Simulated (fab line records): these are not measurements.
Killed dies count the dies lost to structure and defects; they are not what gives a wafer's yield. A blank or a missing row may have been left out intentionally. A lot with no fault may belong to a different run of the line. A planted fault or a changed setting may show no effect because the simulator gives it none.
Matching of chambers    flow n5 finfet    N5_BEOL_M2_ALD_98 on ald sin-02: 4 sister chambers
The step deposits SiO2, target thk 2.5 nm, pulse time 1 s, co reactant pulse time 1 s. 8 wafers are shown with their chamber, then 12 later ones without.

## EACH WAFER AND ITS CHAMBER
wafer   chamber  heater power w (W)  precursor pulse height rel
L082.3  1        65                  1.019
L083.3  1        65                  1.012
L087.6  2        68                  0.996
L092.2  2        68                  1.012
L092.4  3        70                  1.013
L091.1  3        68                  1.001
L091.4  0        89                  1.022
L091.5  0        88                  1.006

## WAFERS WITHOUT THEIR CHAMBER
wafer   heater power w (W)  precursor pulse height rel
L094.1  88                  0.964
L094.2  70                  0.997
L094.3  67                  1.023
L094.4  65                  0.998
L094.5  70                  1.002
L094.6  66                  0.991
L096.1  70                  0.991
L096.2  64                  1.003
L096.3  89                  0.997
L097.3  88                  1.038
L097.4  67                  1.007
L097.6  88                  1.014

## CHAMBER TAKEN BY EACH
wafer   from the rows above           in truth
L094.1  0                             0
L094.2  can't be placed: 3 or 2       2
L094.3  can't be placed: 2 or 1 or 3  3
L094.4  can't be placed: 1 or 2       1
L094.5  can't be placed: 3 or 2       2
L094.6  can't be placed: 2 or 1 or 3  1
L096.1  can't be placed: 3 or 2       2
L096.2  1                             1
L096.3  0                             0
L097.3  0                             0
L097.4  can't be placed: 2 or 3 or 1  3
L097.6  0                             0
Correct placement for 5 of the 12. From these rows, 7 cannot be placed; in 7 the true chamber is one of the candidates. Number placed wrongly: 0.
How it was worked out, from the rows above alone: a wafer's distance from a chamber is the root of the sum, over the readings, of the square of ((its reading less the chamber's mean) divided by the reading's scatter). If the next closest chamber is less than 2 further off than the closest, the wafer can't be placed; otherwise it belongs to the closest. A chamber's mean is the mean of its shown wafers. The scatter: take each reading less its chamber's mean, square it, sum over the shown wafers, divide by the number of wafers less the number of chambers, and take the root.
